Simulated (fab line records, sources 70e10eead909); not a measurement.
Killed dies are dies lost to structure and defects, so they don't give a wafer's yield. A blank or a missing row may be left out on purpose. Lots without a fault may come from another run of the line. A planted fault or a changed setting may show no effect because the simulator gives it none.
Chamber matching | flow nand_harc | NHARC_A_CHANNEL_FILL_D2_ALD_02 on ald_hk-02: 4 sister chambers
The step deposits SiO2, target thk 6 nm, pulse time 10 s, ald cycles 60. 22 wafers are shown with their chamber, then 11 later ones without.

WAFERS WITH THEIR CHAMBER
wafer  | chamber | heater_power_w (W) | precursor_pulse_height_rel
L074.1 | 0       | 460                | 1.024
L074.2 | 2       | 464                | 0.990
L074.4 | 1       | 526                | 0.992
L074.3 | 3       | 407                | 1.027
L074.5 | 2       | 462                | 1.030
L074.6 | 3       | 406                | 0.972
L075.2 | 0       | 448                | 0.994
L075.5 | 2       | 468                | 0.982
L075.6 | 1       | 537                | 1.029
L081.1 | 0       | 428                | 1.025
L081.2 | 3       | 421                | 0.989
L081.5 | 3       | 416                | 1.001
L081.3 | 1       | 526                | 0.981
L081.4 | 2       | 451                | 1.002
L081.6 | 0       | 456                | 0.967
L086.3 | 1       | 509                | 0.975
L086.5 | 3       | 424                | 1.000
L086.6 | 2       | 475                | 1.003
L088.4 | 3       | 418                | 0.982
L088.5 | 0       | 454                | 0.997
L088.6 | 3       | 415                | 0.988
L088.1 | 2       | 460                | 0.971

SIGNATURES (means of the wafers above)
reading                    | chamber 0 | chamber 1 | chamber 2 | chamber 3 | scatter within a chamber
heater_power_w             | 449.20    | 524.50    | 463.33    | 415.29    | 9.52
precursor_pulse_height_rel | 1.00140   | 0.99425   | 0.99633   | 0.99414   | 0.0211
Rule: a wafer's distance from a chamber is the root of the sum, over the readings, of the square of ((its reading less the chamber's mean) divided by the reading's scatter). The wafer belongs to the nearest chamber; if the next one is less than 2 further off, it can't be placed. The scatter: the root of (the sum of the squares of (reading less its chamber's mean) over the shown wafers, divided by (wafers less chambers)).

WAFERS WITHOUT THEIR CHAMBER
wafer  | heater_power_w (W) | precursor_pulse_height_rel
L088.2 | 528                | 1.021
L088.3 | 447                | 0.986
L089.1 | 472                | 1.016
L089.3 | 423                | 1.017
L089.6 | 480                | 0.996
L094.1 | 459                | 1.003
L094.2 | 448                | 1.002
L094.4 | 506                | 1.000
L095.2 | 473                | 1.030
L095.3 | 525                | 0.976
L095.6 | 424                | 0.972

WHICH CHAMBER EACH WENT THROUGH
wafer  | from the rows above     | in truth
L088.2 | 1                       | 1
L088.3 | can't be placed: 0 or 2 | 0
L089.1 | can't be placed: 2 or 0 | 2
L089.3 | can't be placed: 3 or 0 | 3
L089.6 | can't be placed: 2 or 0 | 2
L094.1 | can't be placed: 2 or 0 | 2
L094.2 | can't be placed: 0 or 2 | 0
L094.4 | 1                       | 1
L095.2 | can't be placed: 2 or 0 | 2
L095.3 | 1                       | 1
L095.6 | can't be placed: 3 or 0 | 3
Placed correctly: 3 of 11. Can't be placed from these rows: 8 (the true chamber is among the candidates in 8). Placed wrongly: 0.
